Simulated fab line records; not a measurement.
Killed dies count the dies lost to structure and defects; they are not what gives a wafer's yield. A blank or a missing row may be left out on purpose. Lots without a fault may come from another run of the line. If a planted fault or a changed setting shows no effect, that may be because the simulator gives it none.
Which tool is to blame? || flow n5_finfet || 9 lots with 27 wafers sampled at 3 steps, on a route of 1938 steps

WHAT EACH GAUGE READ, for each wafer
N5_BEOL_M0_SAQP_THK_MEAS_05.
{"lot": "L715", "measured": "day 5 10:14", "on": "film_metro-01", "thk_nm (nm)": "59.5 59.1 60.8"}
{"lot": "L723", "measured": "day 7 09:17", "on": "film_metro-01", "thk_nm (nm)": "59.2 59.4 60.5"}
{"lot": "L724", "measured": "day 7 18:33", "on": "film_metro-02", "thk_nm (nm)": "59.5 58.9 60.7"}
{"lot": "L731", "measured": "day 9 09:53", "on": "film_metro-02", "thk_nm (nm)": "59.4 58.7 60.2"}
{"lot": "L734", "measured": "day 10 03:04", "on": "film_metro-01", "thk_nm (nm)": "58.9 60.9 60.4"}
{"lot": "L735", "measured": "day 10 08:29", "on": "film_metro-01", "thk_nm (nm)": "59.6 60.8 61.4"}
{"lot": "L736", "measured": "day 10 18:26", "on": "film_metro-02", "thk_nm (nm)": "59.5 60.0 61.1"}
{"lot": "L738", "measured": "day 11 05:39", "on": "film_metro-02", "thk_nm (nm)": "59.3 60.3 60.2"}
{"lot": "L737", "measured": "day 11 08:44", "on": "film_metro-02", "thk_nm (nm)": "60.1 59.9 60.8"}

WHICH TOOL RAN EACH LOT (tool, then ch and the chambers of the sampled wafers, then the start)
{"lot": "L715", "N5_MOL_CONTACT_COAG_ALD_133": "ald_sin-04 ch 1,2,3, day 5 04:44", "N5_BEOL_M0_SAQP_PECVD_96": "pecvd-02 ch 0,1, day 5 10:03"}
{"lot": "L723", "N5_MOL_CONTACT_COAG_ALD_133": "ald_sin-04 ch 1,2,3, day 7 03:13", "N5_BEOL_M0_SAQP_PECVD_96": "pecvd-02 ch 0,1, day 7 09:06"}
{"lot": "L724", "N5_MOL_CONTACT_COAG_ALD_133": "ald_sin-03 ch 0,3, day 7 09:46", "N5_BEOL_M0_SAQP_PECVD_96": "pecvd-02 ch 0,1, day 7 18:22"}
{"lot": "L731", "N5_MOL_CONTACT_COAG_ALD_133": "ald_sin-04 ch 1,2,3, day 9 04:37", "N5_BEOL_M0_SAQP_PECVD_96": "pecvd-04 ch 0,1,2, day 9 09:43"}
{"lot": "L734", "N5_MOL_CONTACT_COAG_ALD_133": "ald_sin-04 ch 1,2,3, day 9 20:41", "N5_BEOL_M0_SAQP_PECVD_96": "pecvd-01 ch 1,2, day 10 02:49"}
{"lot": "L735", "N5_MOL_CONTACT_COAG_ALD_133": "ald_sin-01 ch 1,2,3, day 10 03:04", "N5_BEOL_M0_SAQP_PECVD_96": "pecvd-01 ch 0,2, day 10 08:18"}
{"lot": "L736", "N5_MOL_CONTACT_COAG_ALD_133": "ald_sin-04 ch 1,2,3, day 10 11:39", "N5_BEOL_M0_SAQP_PECVD_96": "pecvd-04 ch 0,1,2, day 10 18:15"}
{"lot": "L738", "N5_MOL_CONTACT_COAG_ALD_133": "ald_sin-04 ch 2,3, day 10 23:42", "N5_BEOL_M0_SAQP_PECVD_96": "pecvd-02 ch 0,2, day 11 05:23"}
{"lot": "L737", "N5_MOL_CONTACT_COAG_ALD_133": "ald_sin-04 ch 0,1, day 11 00:07", "N5_BEOL_M0_SAQP_PECVD_96": "pecvd-01 ch 0,1,2, day 11 08:33"}
- N5_MOL_CONTACT_COAG_ALD_133: deposits SiO2, target thk 5 nm, pulse time 1 s, co reactant pulse time 1 s.
- N5_BEOL_M0_SAQP_PECVD_96: deposits a-Si from SiH4/He, target thk 45 nm, time 45.2 s.

THE ANSWER, worked out from the rows above alone
Rule: what is usual is taken from the lots themselves. The widest of any qualifying gaps counts: lots, ordered by their means at a reading, are off when they make up no more than a third of the lots, leave a main group of 4 or more, and stand apart from it by 3 or more times the standard deviation of that group's means. A main group whose means are all the same, to the digits that the tables above print for the reading, isn't used. Also off: a lot with no number at a reading for which 4 or more lots have one. All remaining lots with rows at the step are treated as sound.
None of the lots is off at any reading shown; this tells nothing.

WHAT WAS PUT IN BY THE SIMULATOR
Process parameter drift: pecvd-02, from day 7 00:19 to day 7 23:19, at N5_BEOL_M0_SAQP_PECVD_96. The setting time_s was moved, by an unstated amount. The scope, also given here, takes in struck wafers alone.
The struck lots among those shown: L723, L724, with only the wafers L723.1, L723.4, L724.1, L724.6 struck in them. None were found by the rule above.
